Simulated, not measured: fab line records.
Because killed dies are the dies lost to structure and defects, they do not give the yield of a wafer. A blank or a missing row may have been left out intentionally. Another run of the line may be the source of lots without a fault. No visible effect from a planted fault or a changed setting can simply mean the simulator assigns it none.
Which of the tools did it? | flow n5 finfet | 9 lots, 26 wafers sampled, at 4 steps of a route of 1938

WHAT THE GAUGES READ, wafer by wafer
N5_SD_EPI_P_CD_MEAS_09: target cd 240 nm.
lot  | measured    | on        | cd nm (nm)
L816 | day 4 12:46 | cd sem-03 | 240.2 239.3 240.1
L820 | day 5 19:08 | cd sem-03 | 240.3 240.0 240.1
L822 | day 6 08:24 | cd sem-03 | 235.8 239.6 239.4
L823 | day 6 11:33 | cd sem-01 | 236.0 234.5 240.6
L827 | day 7 04:52 | cd sem-02 | 234.5 240.3
L829 | day 7 22:48 | cd sem-03 | 239.2 239.5 240.3
L830 | day 7 23:17 | cd sem-01 | 239.9 239.2 239.9
L831 | day 8 06:25 | cd sem-02 | 241.1 240.5 241.5
L832 | day 8 11:58 | cd sem-03 | 239.9 240.2 240.8

EACH LOT AND THE TOOL THAT RAN IT (in order: tool; ch and the chambers of the sampled wafers; start)
lot  | N5_SD_EPI_N_ETCH_35               | N5_SD_EPI_N_ETCH_45               | N5_SD_EPI_P_PEB_07
L816 | rie diel-05 ch 0,1,2, day 4 08:10 | rie diel-05 ch 0,1,2, day 4 08:35 | litho track-02 ch 0, day 4 12:42
L820 | rie diel-02 ch 0,2,3, day 5 14:16 | rie diel-02 ch 0,2,3, day 5 14:41 | litho track-02 ch 0, day 5 19:04
L822 | rie diel-02 ch 1,2, day 6 03:19   | rie diel-02 ch 1,2, day 6 03:44   | litho track-02 ch 0, day 6 08:20
L823 | rie diel-04 ch 0,2,3, day 6 06:34 | rie diel-04 ch 0,2,3, day 6 06:59 | litho track-02 ch 0, day 6 11:29
L827 | rie diel-02 ch 0,1, day 7 00:37   | rie diel-02 ch 0,1, day 7 01:03   | litho track-02 ch 0, day 7 04:49
L829 | rie diel-04 ch 0,1, day 7 17:49   | rie diel-04 ch 0,1, day 7 18:14   | litho track-01 ch 0, day 7 22:44
L830 | rie diel-05 ch 0,1,3, day 7 19:02 | rie diel-05 ch 0,1,3, day 7 19:28 | litho track-05 ch 0, day 7 23:13
L831 | rie diel-02 ch 0,2,3, day 8 02:19 | rie diel-02 ch 0,2,3, day 8 02:38 | litho track-05 ch 0, day 8 06:20
L832 | rie diel-05 ch 0,1, day 8 07:38   | rie diel-05 ch 0,1, day 8 08:04   | litho track-01 ch 0, day 8 11:55
- N5_SD_EPI_N_ETCH_35: etches SOC in N2/H2, overetch 108 nm, time 486 s.
- N5_SD_EPI_N_ETCH_45: etches SiOCN in CH3F/O2, target depth 6 nm.
- N5_SD_EPI_P_PEB_07: peb time 60 s.

THE ANSWER, worked out from the rows above alone
Rule: the lots themselves supply what counts as usual. Put in order of their means at a reading, lots are off if they are a third of the lots or fewer, leave a main group of 4 or more, and stand apart from it by a gap of 3 or more times the standard deviation of the main group's means; of several such gaps the widest counts. If all means in a main group match to the digits the tables above print for the reading, that group is not used. Also off: a lot with no number at a reading for which 4 or more lots have one. Where the step has rows for the other lots, those lots are counted as sound.
None of the lots is off at any reading shown; this tells nothing.

WHAT HAD BEEN PUT IN BY THE SIMULATOR
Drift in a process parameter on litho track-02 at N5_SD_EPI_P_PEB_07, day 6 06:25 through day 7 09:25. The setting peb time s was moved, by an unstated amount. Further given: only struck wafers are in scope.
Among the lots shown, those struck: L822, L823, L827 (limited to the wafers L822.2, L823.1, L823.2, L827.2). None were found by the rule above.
